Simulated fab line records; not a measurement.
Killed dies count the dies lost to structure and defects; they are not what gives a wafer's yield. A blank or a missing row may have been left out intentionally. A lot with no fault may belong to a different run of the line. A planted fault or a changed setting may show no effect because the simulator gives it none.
A lot that was struck, set against a sound lot | flow n5-finfet | 14 out of 1938 route steps
Sound: the wafers L937.3, L937.4, L937.5. Struck: wafers L932.1, L932.3, L932.4. At the end, the cause is stated.
Order at every step that has rows: each side's tool, ch and its chambers, its first start. Under that, the readings that differ: sound wafers | struck wafers | difference of the means | sigmas: that difference in standard deviations of wafers without a fault.
alike: a reading whose means differ by less than 2 such deviations, as well as words and numbers matching on both sides. not compared: withheld readings; readings where some wafer has no value; bounds like >300 that might hide an equal value; numbers whose values overlap and for which the record gives no deviation.
A row with sigmas, a row that says differs or no value, or rows on one side alone: a step with any of these is where the two part. Non-overlapping numbers with no deviation appear without sigmas and do not part them. Lack of a reading on every wafer of one side parts them only where that side has two or more wafers.

N5_SD_EPI_N_EPI_MEAS_23:
  sound on film-metro-02, day 7 18:53; struck on film-metro-01, day 6 11:27
  alike: thk-nm
then, 3 steps without rows for these wafers: N5_SD_EPI_N_PRECLEAN_24 (cleans in O3/DIW, time 60 s); N5_SD_EPI_N_SRD_25 (time 30 s); N5_SD_EPI_N_PRECLEAN_49 (cleans in NF3:NH3, afs cycles 1, time 20 s, sublimation time 60 s).
N5_SD_EPI_N_LINER_46: material SiNx, target thk 3 nm.
  sound on ald-sin-03 ch 0,2,3, day 7 19:11; struck on ald-sin-02 ch 1,2,3, day 6 11:50
  alike: heater-power-w
N5_SD_EPI_N_INSPECT_26: inspects for defects (darkfield).
  sound on defect-inspect-02, day 7 19:26; struck on defect-inspect-01, day 6 12:05
  alike: raw-defect-count
then, 6 steps without rows for these wafers: N5_SD_EPI_P_COAT_34 (time 60 s, resist thk 350 nm); N5_SD_EPI_P_COAT_35 (time 60 s, resist thk 35 nm); N5_SD_EPI_P_COAT_03 (resist thk 150 nm); N5_SD_EPI_P_EBR_05; N5_SD_EPI_P_SOFTBAKE_04 (time 60 s); N5_SD_EPI_P_EXPOSE_06 (exposes mask SD P BLK, target cd 240 nm).
N5_SD_EPI_P_PEB_07: peb time 60 s.
  sound on litho-track-04 ch 0, day 7 19:46; struck on litho-track-03, day 6 12:25
  no value came back on the struck wafers for chill-plate-temp-C (C), exhaust-pa (Pa); on the sound wafers chill-plate-temp-C (C) reads 22.79 22.79 22.97
then, 1 step without rows for these wafers: N5_SD_EPI_P_DEVELOP_08 (develop time 30 s).

== WHERE THEY PART ==
Only at N5_SD_EPI_P_PEB_07, within this record.

WHY: whatever the simulator had introduced
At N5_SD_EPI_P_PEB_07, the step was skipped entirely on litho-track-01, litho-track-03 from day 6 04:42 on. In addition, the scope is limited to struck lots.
